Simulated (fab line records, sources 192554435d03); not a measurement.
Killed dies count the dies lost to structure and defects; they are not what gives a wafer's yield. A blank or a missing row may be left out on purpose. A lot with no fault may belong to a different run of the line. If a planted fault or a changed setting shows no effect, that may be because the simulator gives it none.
2 desks, one fault :: flow n5-finfet :: what lay behind the numbers comes last; until then each desk has only its own

## AT THE TOOL OWNER'S DESK: pvd-sputter-01
The tool's own readings at N5_BEOL_M13_SPUTTER_44 (material Ta, target thk 10 nm, time 16.13 s): means of the sampled wafers that have a number, for each lot that ran on this tool. Any lot whose mean is over 4 standard deviations away from the usual mean is out of limits and marked OUT; that distance is given in the brackets.
Columns: A = cathode-dc-power-W at N5_BEOL_M13_SPUTTER_44, usual 15000 W; B = chamber-pressure-pa at N5_BEOL_M13_SPUTTER_44, usual 0.07002 Pa; C = throttle-valve-pct at N5_BEOL_M13_SPUTTER_44, usual 29.8 %
lot: L194
first seen here: day 13 06:10
A: 14998
B: 0.06999
C: 30.4

lot: L199
first seen here: day 14 20:19
A: 15000
B: 0.06984
C: 29.9

lot: L204
first seen here: day 15 04:50
A: 15001
B: 0.06989
C: 29.3

lot: L201
first seen here: day 15 05:13
A: 15001
B: 0.07000
C: 29.3
Result from this desk: across the 4 lots, nothing is out of limits.

## AT THE METROLOGY DESK
Lot by lot, what the gauges showed, no matter which tool ran the lot: averages of those sampled wafers that carry a number. Any lot whose mean is over 4 standard deviations away from the usual mean is out of limits and marked OUT; that distance is given in the brackets.
Columns: A = trench-depth-nm at N5_BEOL_M13_OCD_MEAS_35, usual 412 nm
lot: L194
first seen here: day 13 05:13
A: 416

lot: L196
first seen here: day 13 19:23
A: 411

lot: L199
first seen here: day 14 17:55
A: 420

lot: L204
first seen here: day 15 00:15
A: 411

lot: L201
first seen here: day 15 01:55
A: 418

lot: L209
first seen here: day 16 14:26
A: 411

lot: L208
first seen here: day 16 15:13
A: 413
Result from this desk: across the 7 lots, nothing is out of limits.

## PUT TOGETHER
Nothing out of limits was seen by the tool owner's desk.
At the metrology desk, nothing out of limits was observed.

## WHAT HAD BEEN PUT IN BY THE SIMULATOR
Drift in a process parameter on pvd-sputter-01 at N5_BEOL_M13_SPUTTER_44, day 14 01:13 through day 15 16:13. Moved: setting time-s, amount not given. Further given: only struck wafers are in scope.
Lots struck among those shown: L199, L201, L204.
